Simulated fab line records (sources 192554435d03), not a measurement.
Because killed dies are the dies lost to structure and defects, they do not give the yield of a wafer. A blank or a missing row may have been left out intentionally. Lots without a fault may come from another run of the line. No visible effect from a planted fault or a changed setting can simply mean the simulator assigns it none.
Struck lot and sound lot, side by side | flow n5 finfet | 16 out of 1938 route steps
Sound: these wafers, L817.1, L817.4, L817.5. Struck: wafer L833.1; the same lot's L833.5 was not struck, so it is left out; see the end for the cause.
For every step that has rows: the tool of each side, followed by ch and its chambers, followed by its first start. Under that, the readings that differ: sound wafers | struck wafers | difference of the means | sigmas: that difference in standard deviations of wafers without a fault.
alike: words and numbers the same on both sides, and readings whose means are apart by under 2 such deviations; not compared: readings that were withheld, readings missing a value for some wafer, numbers with overlapping values and no deviation given by the record, and bounds like >300 which may hide the same value.
A row with sigmas, a row that says differs or no value, or rows on one side alone: a step with any of these is where the two part. Non-overlapping numbers with no deviation appear without sigmas and do not part them. A reading that every wafer of one side lacks parts them only if that side has two wafers or more.

first, 6 steps without rows for these wafers: N5_BEOL_M3_COAT_22 (resist thk 30 nm); N5_BEOL_M3_EBR_24; N5_BEOL_M3_SOFTBAKE_23 (time 60 s); N5_BEOL_M3_EXPOSE_25 (exposes mask V2, defocus 5 nm); N5_BEOL_M3_PEB_26 (peb time 60 s); N5_BEOL_M3_DEVELOP_27 (develop time 30 s).
N5_BEOL_M3_CD_MEAS_28: target cd 25.7 nm, target cd y 23.3 nm.
  sound on cd sem-02 ch 0, day 7 15:53; struck on cd sem-03 ch 0, day 11 17:26
  alike: cd nm
N5_BEOL_M3_OVL_MEAS_29:
  sound on overlay-01 ch 0, day 7 15:55; struck on overlay-02 ch 0, day 11 17:28
  alike: V2_OVL
N5_BEOL_M3_INSPECT_30: inspects for defects (brightfield).
  sound: defect inspect-02 at day 7 15:59; struck: defect inspect-02 at day 11 17:32
  reading          | sound       | struck | difference | sigmas
  raw defect count | 448 368 297 | 552    | +181       | +2
N5_BEOL_M3_DESCUM_33: chemistry O2, time 7 s.
  sound on rie diel-03 ch 1,3, day 7 16:01; struck on rie diel-03 ch 1, day 11 17:34
  reading                         | sound             | struck | difference | sigmas
  oes product au (a.u.)           | 0.70 0.76 0.70    | 0.90   | +0.18      | +2
  rf vpp V (V)                    | 241.2 242.0 241.8 | 247.3  | +5.6       | +4
  showerhead plenum p Torr (Torr) | 1.96 2.10 1.96    | 2.22   | +0.21      | +3
  alike: drypump motor current A, throttle valve pct
  not compared: rf hours counter h
N5_BEOL_M3_ETCH_77: etches underlayer in N2/H2, target depth 6.5 nm, time 5.2 s.
  sound on rie diel-03 ch 1,3, day 7 16:04; struck on rie diel-03 ch 1, day 11 17:36
  reading                         | sound             | struck | difference | sigmas
  oes product au (a.u.)           | 0.61 0.63 0.60    | 0.79   | +0.18      | +3
  rf vpp V (V)                    | 519.9 524.5 519.8 | 528.2  | +6.8       | +3
  showerhead plenum p Torr (Torr) | 2.39 2.52 2.39    | 2.70   | +0.27      | +3
  alike: drypump motor current A, etch rf on time s, throttle valve pct
  not compared: rf hours counter h
N5_BEOL_M3_ETCH_69: etches SiARC in CF4, target depth 15.6 nm, time 26 s.
  sound on rie diel-03 ch 1,3, day 7 16:04; struck on rie diel-03 ch 1, day 11 17:37
  reading                         | sound             | struck | difference | sigmas
  oes product au (a.u.)           | 0.61 0.64 0.61    | 0.79   | +0.17      | +3
  rf vpp V (V)                    | 181.8 183.5 181.2 | 185.7  | +3.5       | +3
  showerhead plenum p Torr (Torr) | 2.01 2.13 2.01    | 2.26   | +0.21      | +3
  throttle valve pct (%)          | 16.03 16.00 16.02 | 15.59  | -0.43      | -2
  alike: drypump motor current A, etch rf on time s
  not compared: rf hours counter h
N5_BEOL_M3_ALD_98: deposits SiO2, target thk 2.5 nm, pulse time 1 s, co reactant pulse time 1 s.
  sound on ald sin-03 ch 1,2, day 7 16:10; struck on ald sin-01 ch 1, day 11 18:05
  reading    | sound    | struck | difference | sigmas
  ald cycles | 17 17 17 | 15     | -2         |
  alike: heater power w, precursor pulse height rel
N5_BEOL_M3_ETCHBACK_99: etches SiO2 in CHF3, target depth 5 nm, time 10.4 s.
  sound on rie diel-03 ch 0,3, day 7 22:01; struck on rie diel-02 ch 3, day 12 16:07
  reading                         | sound          | struck | difference | sigmas
  oes product au (a.u.)           | 0.74 0.74 0.75 | 0.91   | +0.17      | +2
  showerhead plenum p Torr (Torr) | 2.16 2.14 2.16 | 2.30   | +0.15      | +2
  alike: CHF3_flow_sccm, drypump motor current A, rf vpp V, throttle valve pct
  not compared: rf hours counter h
N5_BEOL_M4_RC_MEAS_101:
  sound on prober-02 ch 0, day 8 18:53; struck on prober-02 ch 0, day 13 23:23
  reading        | sound             | struck | difference | sigmas
  DIBL_P (mV/V)  | 36.0 36.2 37.4    | 31.1   | -5.4       | -3
  IOFF_N (nA/um) | 0.177 0.172 0.191 | 0.101  | -0.079     | -3
  IOFF_P (nA/um) | 0.23 0.24 0.26    | 0.14   | -0.10      | -3
  ION_N (uA/um)  | 693 691 688       | 657    | -34        | -3
  ION_P (uA/um)  | 468 478 473       | 456    | -17        | -2
  VT_N (mV)      | 247 246 248       | 253    | +6         | +2
  VT_P (mV)      | -246 -244 -243    | -255   | -11        | -3
  alike: DIBL_N, SS_N, SS_P
-- here the record skips 4 days between the struck wafers' starts before and after, leaving off in module BEOL_M4 and picking up in module PASSIVATION (first step shown: number 1936 of the route) --
N5_PASSIVATION_PROBE_49:
  sound: prober-01 at day 14 08:33; struck: prober-01 at day 18 03:59
  reading                  | sound          | struck | difference | sigmas
  defect limited yield (%) | 88.7 89.7 89.0 | 92.9   | +3.8       | +3
  killed_at_M4_up          | 22 15 23       | 9      | -11        | -2
  killed at front end      | 58 63 63       | 35     | -26        | -2
  killed dies              | 133 122 130    | 84     | -44        | -3
  sort_bin_6_memory (%)    | 4.6 4.2 3.8    | 2.5    | -1.7       | -3
  sort n pass              | 1047 1058 1050 | 1096   | +44        | +3
  sort yield pct (%)       | 88.7 89.7 89.0 | 92.9   | +3.8       | +3
  alike: killed_at_M0_to_M3, killed at contacts, killed at other, killed open, killed short, sort_bin_5_function

== WHERE THEY PART ==
First at N5_BEOL_M3_INSPECT_30; last, within this record, at N5_PASSIVATION_PROBE_49.

WHY: what had been put in by the simulator
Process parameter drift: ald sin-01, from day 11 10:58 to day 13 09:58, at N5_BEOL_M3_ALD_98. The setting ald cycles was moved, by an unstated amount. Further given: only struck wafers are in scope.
